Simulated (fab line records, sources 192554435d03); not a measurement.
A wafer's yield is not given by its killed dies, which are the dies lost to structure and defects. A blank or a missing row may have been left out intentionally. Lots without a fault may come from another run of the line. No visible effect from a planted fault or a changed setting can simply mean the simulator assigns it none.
A lot that was struck, set against a sound lot || flow n5 finfet || 16 out of 1938 route steps
Sound: these wafers, L582.2, L582.3, L582.6. Struck: wafer L574.3 (left out: L574.6, a lot-mate that was not struck); the cause follows at the end.
Per side, at each step with rows, come the tool, then ch with its chambers, and then its first start. Under that, the readings that differ: sound wafers || struck wafers || difference of the means || sigmas: that difference in standard deviations of wafers without a fault.
alike: readings with means less than 2 such deviations apart, plus words and numbers identical on both sides. not compared: withheld readings, readings lacking a value on some wafer, bounds such as >300 that could conceal the same value, and numbers that have no deviation in the record and whose values overlap.
Wherever a step has rows on one side only, a row that says differs or no value, or a row with sigmas, the two part there. Numbers that have no deviation but don't overlap get no sigmas and don't part them. A reading that every wafer of one side lacks parts them only if that side has two wafers or more.

N5_HKMG_FIN_INSPECT_61: inspects for defects (macro).
  sound: defect inspect-01 at day 9 04:46; struck: defect inspect-02 at day 7 02:00
  alike: raw defect count
N5_HKMG_FIN_DESCUM_53: chemistry O2, time 7.9 s.
  sound on rie diel-05 ch 0,3, day 9 04:49; struck on rie diel-04 ch 1, day 7 02:02
  alike: drypump motor current A, oes product au, rf vpp V, showerhead plenum p Torr, throttle valve pct
  not compared: rf hours counter h
N5_HKMG_FIN_ETCH_54: etches SiARC in CF4, target depth 45.5 nm, time 75.8 s.
  sound on rie diel-05 ch 0,3, day 9 04:50; struck on rie diel-04 ch 1, day 7 02:04
{"reading": "rf vpp V (V)", "sound": "184.3 185.1 184.5", "struck": 182.3, "difference": -2.3, "sigmas": -2}
{"reading": "throttle valve pct (%)", "sound": "15.75 15.95 15.95", "struck": 15.44, "difference": -0.44, "sigmas": -2}
  alike: drypump motor current A, etch rf on time s, oes product au, showerhead plenum p Torr
  not compared: rf hours counter h
N5_HKMG_FIN_ETCH_55: etches SOC in N2/H2, target depth 240 nm, time 300 s.
  sound on rie diel-05 ch 0,3, day 9 04:54; struck on rie diel-04 ch 1, day 7 02:07
  alike: drypump motor current A, oes product au, rf vpp V, showerhead plenum p Torr, throttle valve pct
  not compared: rf hours counter h
then, 2 steps without rows for these wafers: N5_HKMG_FIN_STRIP_56 (strips in N2/H2); N5_HKMG_FIN_STRIP_57 (strips in CF4).
N5_HKMG_FIN_ETCH_58: etches SOC in N2/H2, target depth 215.8 nm, time 741 s.
  sound on rie diel-05 ch 0,3, day 9 05:07; struck on rie diel-04 ch 1, day 7 02:20
  alike: drypump motor current A, oes product au, rf vpp V, showerhead plenum p Torr, throttle valve pct
  not compared: rf hours counter h
then, 2 steps without rows for these wafers: N5_HKMG_FIN_STRIP_93 (strips SOC in N2/H2, time 20 s); N5_HKMG_FIN_WET_ETCH_76 (etches Al2O3 in dNH4OH, stops on La2O3, target depth 2.25 nm, rinse time 30 s).
N5_HKMG_FIN_STRIP_60: strips in N2/H2, time 360 s.
  sound on plasma asher-01 ch 0,1, day 9 05:43; struck on plasma asher-01 ch 0, day 7 03:02
  alike: drypump motor current A, heater power w
  not compared: rf hours counter h
then, 2 steps without rows for these wafers: N5_HKMG_FIN_WET_ETCH_77 (etches La2O3 in dHCl, stops on HfO2, target depth 2 nm); N5_HKMG_FIN_WET_ETCH_78 (etches Al2O3 in dNH4OH, stops on La2O3, target depth 4.5 nm, rinse time 30 s).
N5_HKMG_FIN_ALD_79: deposits TiN, target thk 1.5 nm, pulse time 1 s, purge time 3 s.
  sound on ald metal-04 ch 1,2,3, day 9 06:13; struck on ald metal-01 ch 0, day 7 03:24
{"reading": "ald cycles", "sound": "68 68 68", "struck": 89, "difference": "+21", "sigmas": ""}
{"reading": "model.TiN_of_HKMG_FIN_ALD_79.thk nm (nm)", "sound": "1.4 1.4 1.4", "struck": 2, "difference": "+1", "sigmas": ""}
  alike: heater power w, precursor pulse height rel
  not compared: since wet clean h
then, 1 step without rows for these wafers: N5_HKMG_FIN_CVD_62 (deposits a-Si from Si2H6, target thk 3 nm, time 20.8 s).
-- a jump in the record: the struck wafers' starts before and after are 4 days apart (it breaks off in module HKMG_FIN and resumes in module BEOL_M4, where the first step shown is number 1111 of the route) --
N5_BEOL_M4_RC_MEAS_101:
  sound on prober-02 ch 0, day 12 22:54; struck on prober-02 ch 0, day 11 02:20
  alike: DIBL_N, DIBL_P, IOFF_N, IOFF_P, ION_N, ION_P, SS_N, SS_P, VT_N, VT_P
after that, 1 step had no rows for these wafers: N5_PASSIVATION_PROBE_49.

== WHERE THEY PART ==
Within this record, at N5_HKMG_FIN_ETCH_54 only. Later steps at which nothing parts them and some readings are alike: N5_HKMG_FIN_ETCH_55, N5_HKMG_FIN_ETCH_58, N5_HKMG_FIN_STRIP_60, N5_HKMG_FIN_ALD_79, N5_BEOL_M4_RC_MEAS_101.

WHY: the cause the simulator had injected
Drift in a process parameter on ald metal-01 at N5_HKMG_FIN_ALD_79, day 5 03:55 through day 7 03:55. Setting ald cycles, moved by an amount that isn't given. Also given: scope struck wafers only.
